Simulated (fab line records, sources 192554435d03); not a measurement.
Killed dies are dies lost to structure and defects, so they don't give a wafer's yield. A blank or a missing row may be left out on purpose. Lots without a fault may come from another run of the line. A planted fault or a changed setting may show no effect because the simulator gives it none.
Chamber matching | flow n5_finfet | N5_GATE_CUT_STRIP_42 on rie_diel-02: 4 sister chambers
The step strips in O2. 14 wafers are shown with their chamber, then 7 later ones without.

WAFERS WITH THEIR CHAMBER
wafer  | chamber | drypump_motor_current_A (A) | showerhead_plenum_p_Torr (Torr) | throttle_valve_pct (%)
L078.2 | 3       | 6.2                         | 2.15                            | 16.49
L078.4 | 1       | 5.7                         | 1.94                            | 16.20
L078.6 | 0       | 5.7                         | 2.11                            | 16.81
L083.1 | 3       | 6.3                         | 2.14                            | 16.50
L083.2 | 2       | 5.1                         | 2.07                            | 16.65
L083.3 | 0       | 5.7                         | 2.10                            | 16.84
L084.2 | 0       | 5.7                         | 2.10                            | 16.84
L084.4 | 1       | 5.7                         | 1.94                            | 16.23
L084.5 | 0       | 5.7                         | 2.10                            | 16.83
L087.1 | 0       | 5.7                         | 2.10                            | 16.85
L087.3 | 1       | 5.7                         | 1.93                            | 16.24
L087.6 | 1       | 5.7                         | 1.93                            | 16.24
L089.1 | 0       | 5.7                         | 2.10                            | 16.85
L089.5 | 3       | 6.3                         | 2.14                            | 16.55

SIGNATURES (means of the wafers above)
reading                  | chamber 0 | chamber 1 | chamber 2 | chamber 3 | scatter within a chamber
drypump_motor_current_A  | 5.700     | 5.700     | 5.100     | 6.267     | 0.0258
showerhead_plenum_p_Torr | 2.1017    | 1.9350    | 2.0700    | 2.1433    | 0.005
throttle_valve_pct       | 16.8367   | 16.2275   | 16.6500   | 16.5133   | 0.0207
Rule: a wafer's distance from a chamber is the root of the sum, over the readings, of the square of ((its reading less the chamber's mean) divided by the reading's scatter). The wafer belongs to the nearest chamber; if the next one is less than 2 further off, it can't be placed. The scatter: the root of (the sum of the squares of (reading less its chamber's mean) over the shown wafers, divided by (wafers less chambers)).

WAFERS WITHOUT THEIR CHAMBER
wafer  | drypump_motor_current_A (A) | showerhead_plenum_p_Torr (Torr) | throttle_valve_pct (%)
L089.6 | 5.7                         | 2.10                            | 16.86
L092.1 | 5.7                         | 1.93                            | 16.26
L092.2 | 5.7                         | 2.10                            | 16.86
L092.4 | 6.3                         | 2.14                            | 16.07
L095.3 | 5.7                         | 1.93                            | 16.25
L095.4 | 5.7                         | 2.09                            | 16.89
L095.6 | 6.3                         | 2.14                            | 16.09

WHICH CHAMBER EACH WENT THROUGH
wafer  | from the rows above | in truth
L089.6 | 0                   | 0
L092.1 | 1                   | 1
L092.2 | 0                   | 0
L092.4 | 3                   | 3
L095.3 | 1                   | 1
L095.4 | 0                   | 0
L095.6 | 3                   | 3
Placed correctly: 7 of 7. Can't be placed from these rows: 0. Placed wrongly: 0.
